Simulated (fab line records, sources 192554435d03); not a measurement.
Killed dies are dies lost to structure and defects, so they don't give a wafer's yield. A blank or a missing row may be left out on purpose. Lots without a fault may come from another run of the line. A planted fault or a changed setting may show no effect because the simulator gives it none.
Chamber matching | flow n5_finfet | N5_FIN_CUT_CUT_ETCH_15 on rie_si-04: 4 sister chambers
The step etches Si in HBr/Cl2/O2, target depth 100 nm, bt time 10 s, time 42.4 s. 18 wafers are shown with their chamber, then 9 later ones without.

WAFERS WITH THEIR CHAMBER
wafer  | chamber | throttle_valve_pct (%) | drypump_motor_current_A (A) | oes_o_777_au (a.u.)
L075.1 | 1       | 37.27                  | 5.7                         | 1.00
L075.5 | 2       | 37.62                  | 5.8                         | 1.07
L075.6 | 1       | 37.24                  | 5.7                         | 0.99
L077.2 | 2       | 37.63                  | 5.8                         | 1.07
L077.5 | 2       | 37.61                  | 5.8                         | 1.07
L077.6 | 3       | 37.14                  | 5.4                         | 1.03
L080.2 | 3       | 37.11                  | 5.4                         | 1.02
L080.3 | 2       | 37.61                  | 5.7                         | 1.07
L080.6 | 3       | 37.12                  | 5.4                         | 1.01
L085.2 | 2       | 37.61                  | 5.8                         | 1.07
L085.3 | 3       | 37.11                  | 5.4                         | 1.02
L085.5 | 0       | 37.71                  | 5.6                         | 1.06
L088.1 | 3       | 37.13                  | 5.4                         | 1.03
L088.3 | 2       | 37.63                  | 5.7                         | 1.07
L088.5 | 1       | 37.26                  | 5.7                         | 0.99
L089.1 | 2       | 37.63                  | 5.8                         | 1.07
L089.2 | 0       | 37.72                  | 5.6                         | 1.06
L089.5 | 0       | 37.73                  | 5.6                         | 1.05

SIGNATURES (means of the wafers above)
reading                 | chamber 0 | chamber 1 | chamber 2 | chamber 3 | scatter within a chamber
throttle_valve_pct      | 37.7200   | 37.2567   | 37.6200   | 37.1220   | 0.0118
drypump_motor_current_A | 5.600     | 5.700     | 5.771     | 5.400     | 0.0319
oes_o_777_au            | 1.0567    | 0.9933    | 1.0700    | 1.0220    | 0.00543
Rule: a wafer's distance from a chamber is the root of the sum, over the readings, of the square of ((its reading less the chamber's mean) divided by the reading's scatter). The wafer belongs to the nearest chamber; if the next one is less than 2 further off, it can't be placed. The scatter: the root of (the sum of the squares of (reading less its chamber's mean) over the shown wafers, divided by (wafers less chambers)).

WAFERS WITHOUT THEIR CHAMBER
wafer  | throttle_valve_pct (%) | drypump_motor_current_A (A) | oes_o_777_au (a.u.)
L091.1 | 37.73                  | 5.7                         | 1.06
L091.2 | 37.27                  | 5.7                         | 1.00
L091.5 | 37.26                  | 5.7                         | 1.00
L093.1 | 37.26                  | 5.7                         | 1.00
L093.4 | 37.73                  | 5.6                         | 1.05
L093.5 | 37.12                  | 5.4                         | 1.02
L097.1 | 37.71                  | 5.7                         | 1.06
L097.5 | 37.63                  | 5.7                         | 1.07
L097.6 | 37.12                  | 5.4                         | 1.02

WHICH CHAMBER EACH WENT THROUGH
wafer  | from the rows above | in truth
L091.1 | 0                   | 0
L091.2 | 1                   | 1
L091.5 | 1                   | 1
L093.1 | 1                   | 1
L093.4 | 0                   | 0
L093.5 | 3                   | 3
L097.1 | 0                   | 0
L097.5 | 2                   | 2
L097.6 | 3                   | 3
Placed correctly: 9 of 9. Can't be placed from these rows: 0. Placed wrongly: 0.
